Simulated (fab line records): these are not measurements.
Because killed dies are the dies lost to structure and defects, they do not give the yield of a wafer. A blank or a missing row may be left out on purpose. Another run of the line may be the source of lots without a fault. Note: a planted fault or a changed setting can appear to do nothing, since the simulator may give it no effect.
Comparing a struck lot with a sound one	flow nand harc	15 steps out of a route of 1159
Sound: wafers L856.1, L856.3, L856.4. The struck wafers were L868.2, L868.4, L868.5. The cause comes at the end.
For every step that has rows: the tool of each side, followed by ch and its chambers, followed by its first start. Under that, the readings that differ: sound wafers	struck wafers	difference of the means	sigmas: that difference in standard deviations of wafers without a fault.
alike: a reading whose means differ by less than 2 such deviations, as well as words and numbers matching on both sides. not compared: withheld readings; readings where some wafer has no value; bounds like >300 that might hide an equal value; numbers whose values overlap and for which the record gives no deviation.
A row with sigmas, a row that says differs or no value, or rows on one side alone: a step with any of these is where the two part. When numbers do not overlap yet have no deviation, they are printed without sigmas and do not part them. Lack of a reading on every wafer of one side parts them only where that side has two or more wafers.

NHARC_A_CHANNEL_HOLE_D1_CD_MEAS_30:
  struck on cd sem-01, day 13 15:16; sound on cd sem-03, day 10 14:46
  alike: cd nm
next, for these wafers, 1 step has no rows: NHARC_A_CHANNEL_HOLE_D1_XSEM_31.
NHARC_A_CHANNEL_HOLE_D1_INSPECT_40:
  struck on defect inspect-01, day 13 15:26; sound on defect inspect-02, day 10 14:57
  alike: raw defect count
then, 2 steps without rows for these wafers: NHARC_A_CHANNEL_FILL_D1_PRECLEAN_00 (cleans in SC1); NHARC_A_CHANNEL_FILL_D1_SRD_01.
NHARC_A_CHANNEL_FILL_D1_ALD_02: deposits SiO2, target thk 6 nm, pulse time 10 s, ald cycles 60.
  sound on ald hk-02 ch 0,1,3, day 10 18:28; struck on ald hk-01 ch 0,3, day 13 15:38
  alike: heater power w, precursor pulse height rel
NHARC_A_CHANNEL_FILL_D1_ALD_03: deposits SiNx, target thk 6 nm, pulse time 60 s, ald cycles 58.
  sound: ald sin batch-03 ch 0; struck: ald sin batch-03 ch 0
  alike: precursor pulse height rel
NHARC_A_CHANNEL_FILL_D1_ALD_14: deposits SiO2, target thk 2.5 nm, pulse time 10 s, ald cycles 25.
  sound on ald hk-01 ch 1,2,3, day 11 01:29; struck on ald hk-02 ch 0,1, day 13 21:47
  alike: heater power w, precursor pulse height rel
NHARC_A_CHANNEL_FILL_D1_ALD_15: deposits SiNx, target thk 2 nm, pulse time 60 s, ald cycles 19.
  sound: ald sin batch-02 ch 0; struck: ald sin batch-02 ch 0
  alike: precursor pulse height rel
then, 3 steps without rows for these wafers: NHARC_A_CHANNEL_FILL_D1_ALD_16 (deposits SiO2, target thk 1.5 nm, pulse time 10 s, ald cycles 15); NHARC_A_CHANNEL_FILL_D1_ANNEAL_17 (time 1800 s); NHARC_A_CHANNEL_FILL_D1_CVD_18 (deposits poly-Si, target thk 3 nm).
NHARC_A_CHANNEL_FILL_D1_ETCHBACK_19: etches the open film in HBr/Cl2, target depth 5 nm, time 1.7 s.
  sound on rie si-05 ch 0,1,3, day 11 18:17; struck on rie si-05 ch 0,3, day 14 14:37
  no value came back on the struck wafers for any of 6 readings (bias w (W), chamber pressure mTorr (mTorr) and others); on the sound wafers bias w (W) reads 100.1 100.0 100.6
NHARC_A_CHANNEL_FILL_D1_ETCHBACK_20: etches the open film in C4F8/O2/Ar, target depth 27 nm, time 13.5 s.
  sound on rie diel-12 ch 1,2,3, day 11 18:26; struck on rie diel-12 ch 0,1, day 14 14:45
  alike: bias w, chamber pressure mTorr, oes product au, rf vpp V
  not compared: rf hours counter h
-- record jumps: 10 days between struck wafers' starts before vs after; left off in module A_CHANNEL_FILL_D1, resumes in module END, first step shown is number 1159 of the route --
NHARC_END_SORT_01:
  sound on prober-02 ch 0, day 21 18:01; struck on prober-01 ch 0, day 24 05:49
reading	sound	struck	difference	sigmas
killed at array	16	674 677 676	+660	+85
killed dies	19	677 677 677	+658	+80
  alike: killed at other, killed at periphery, killed open, killed short

== WHERE THEY PART ==
First at NHARC_A_CHANNEL_FILL_D1_ETCHBACK_19; last, within this record, at NHARC_END_SORT_01.

WHY: the cause the simulator had injected
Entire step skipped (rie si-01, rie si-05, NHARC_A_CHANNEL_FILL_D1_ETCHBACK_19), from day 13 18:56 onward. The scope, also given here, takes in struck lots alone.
